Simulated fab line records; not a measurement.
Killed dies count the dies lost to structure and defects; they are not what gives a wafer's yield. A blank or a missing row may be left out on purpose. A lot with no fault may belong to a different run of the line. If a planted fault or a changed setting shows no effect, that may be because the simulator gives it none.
Chamber matching | flow n5_finfet | 4 sister chambers for N5_MOL_CONTACT_COAG_ALD_131 on ald_sin-02
The step deposits SiO2, target thk 5 nm, pulse time 1 s, co reactant pulse time 1 s. 4 wafers are shown with their chamber, then 12 later ones without.

== EACH WAFER AND ITS CHAMBER ==
wafer  | chamber | heater_power_w (W)
L087.1 | 0       | 83
L087.3 | 1       | 71
L087.5 | 3       | 82
L087.6 | 2       | 79

== WAFERS MISSING THEIR CHAMBER ==
wafer  | heater_power_w (W)
L089.1 | 82
L089.2 | 82
L089.3 | 85
L089.4 | 71
L089.5 | 82
L089.6 | 82
L091.1 | 84
L091.3 | 71
L091.6 | 85
L093.3 | 85
L093.4 | 70
L093.5 | 79

== WHICH CHAMBER EACH WENT THROUGH ==
wafer  | from the rows above     | in truth
L089.1 | can't be placed: 3 or 0 | 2
L089.2 | can't be placed: 3 or 0 | 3
L089.3 | can't be placed: 0 or 3 | 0
L089.4 | 1                       | 1
L089.5 | can't be placed: 3 or 0 | 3
L089.6 | can't be placed: 3 or 0 | 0
L091.1 | can't be placed: 0 or 3 | 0
L091.3 | 1                       | 1
L091.6 | can't be placed: 0 or 3 | 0
L093.3 | can't be placed: 0 or 3 | 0
L093.4 | 1                       | 1
L093.5 | 2                       | 2
Correct placement for 4 of the 12. Unplaceable from these rows: 8, with the true chamber sitting among the candidates in 7. Wrongly placed: 0.
How it was worked out, from the rows above alone: a wafer's distance from a chamber is the root of the sum, over the readings, of the square of ((its reading less the chamber's mean) divided by the reading's scatter). If the next closest chamber is less than 2 further off than the closest, the wafer can't be placed; otherwise it belongs to the closest. Each chamber's mean is taken over the wafers shown for it. The scatter (one wafer shown for each chamber): square how far every hidden wafer sits from the nearest shown wafer, average those squares and take the square root.
